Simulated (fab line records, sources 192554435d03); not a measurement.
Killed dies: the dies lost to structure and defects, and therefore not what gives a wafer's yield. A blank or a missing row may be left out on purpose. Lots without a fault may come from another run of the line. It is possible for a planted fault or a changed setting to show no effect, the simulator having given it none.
Chamber matching + flow n5 finfet + N5_BEOL_M8_ETCH_61 on rie diel-03: 4 sister chambers
The step etches SiARC in CF4, target depth 45.5 nm, time 75.8 s. 20 wafers are shown with their chamber, then 10 later ones without.

== WAFERS WITH THEIR CHAMBER ==
| wafer  | chamber | showerhead plenum p Torr (Torr) | drypump motor current A (A) | oes product au (a.u.) |
|--------|---------|---------------------------------|-----------------------------|-----------------------|
| L074.3 | 0       | 2.12                            | 5.6                         | 0.63                  |
| L074.4 | 1       | 2.16                            | 5.3                         | 0.71                  |
| L074.5 | 2       | 2.15                            | 5.4                         | 0.68                  |
| L076.1 | 2       | 2.14                            | 5.4                         | 0.66                  |
| L076.4 | 0       | 2.12                            | 5.6                         | 0.62                  |
| L076.6 | 2       | 2.14                            | 5.4                         | 0.66                  |
| L078.1 | 3       | 2.27                            | 5.8                         | 0.80                  |
| L078.2 | 1       | 2.16                            | 5.3                         | 0.69                  |
| L078.5 | 2       | 2.14                            | 5.5                         | 0.66                  |
| L082.2 | 0       | 2.12                            | 5.6                         | 0.61                  |
| L082.3 | 3       | 2.27                            | 5.7                         | 0.79                  |
| L082.6 | 0       | 2.12                            | 5.6                         | 0.62                  |
| L083.2 | 3       | 2.27                            | 5.7                         | 0.78                  |
| L083.5 | 0       | 2.12                            | 5.6                         | 0.62                  |
| L083.6 | 3       | 2.27                            | 5.7                         | 0.79                  |
| L085.1 | 0       | 2.11                            | 5.6                         | 0.62                  |
| L085.4 | 3       | 2.26                            | 5.7                         | 0.77                  |
| L085.6 | 3       | 2.27                            | 5.7                         | 0.76                  |
| L086.1 | 3       | 2.26                            | 5.7                         | 0.76                  |
| L086.3 | 2       | 2.14                            | 5.4                         | 0.65                  |

SIGNATURES (means of the wafers above)
| reading                  | chamber 0 | chamber 1 | chamber 2 | chamber 3 | scatter within a chamber |
|--------------------------|-----------|-----------|-----------|-----------|--------------------------|
| showerhead plenum p Torr | 2.1183    | 2.1600    | 2.1420    | 2.2671    | 0.00437                  |
| drypump motor current A  | 5.600     | 5.300     | 5.420     | 5.714     | 0.0322                   |
| oes product au           | 0.6200    | 0.7000    | 0.6620    | 0.7786    | 0.0122                   |
Rule: for each reading, subtract the chamber's mean from the wafer's reading, divide by that reading's scatter and square the result; add these up over the readings and take the root, which gives the wafer's distance from the chamber. The wafer belongs to the nearest chamber; if the next one is less than 2 further off, it can't be placed. How the scatter is found: for the shown wafers, subtract from each reading the mean of its chamber, square and add these, divide the total by (wafers less chambers), then take the root.

== WAFERS WITH NO CHAMBER GIVEN ==
| wafer  | showerhead plenum p Torr (Torr) | drypump motor current A (A) | oes product au (a.u.) |
|--------|---------------------------------|-----------------------------|-----------------------|
| L086.5 | 2.11                            | 5.6                         | 0.61                  |
| L093.1 | 2.15                            | 5.3                         | 0.67                  |
| L093.3 | 2.11                            | 5.6                         | 0.60                  |
| L093.6 | 2.15                            | 5.3                         | 0.66                  |
| L096.1 | 2.15                            | 5.3                         | 0.67                  |
| L096.3 | 2.11                            | 5.6                         | 0.60                  |
| L096.5 | 2.15                            | 5.3                         | 0.67                  |
| L097.1 | 2.13                            | 5.4                         | 0.64                  |
| L097.3 | 2.26                            | 5.7                         | 0.74                  |
| L097.5 | 2.15                            | 5.3                         | 0.66                  |

== WHICH CHAMBER EACH ONE RAN IN ==
| wafer  | from the rows above     | in truth |
|--------|-------------------------|----------|
| L086.5 | 0                       | 0        |
| L093.1 | can't be placed: 1 or 2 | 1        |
| L093.3 | 0                       | 0        |
| L093.6 | can't be placed: 1 or 2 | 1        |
| L096.1 | can't be placed: 1 or 2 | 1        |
| L096.3 | 0                       | 0        |
| L096.5 | can't be placed: 1 or 2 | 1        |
| L097.1 | 2                       | 2        |
| L097.3 | 3                       | 3        |
| L097.5 | can't be placed: 1 or 2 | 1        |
Correctly placed: 5 of 10. Cannot be placed on the basis of these rows: 5; the candidates contain the true chamber in 5. 0 placed wrongly.
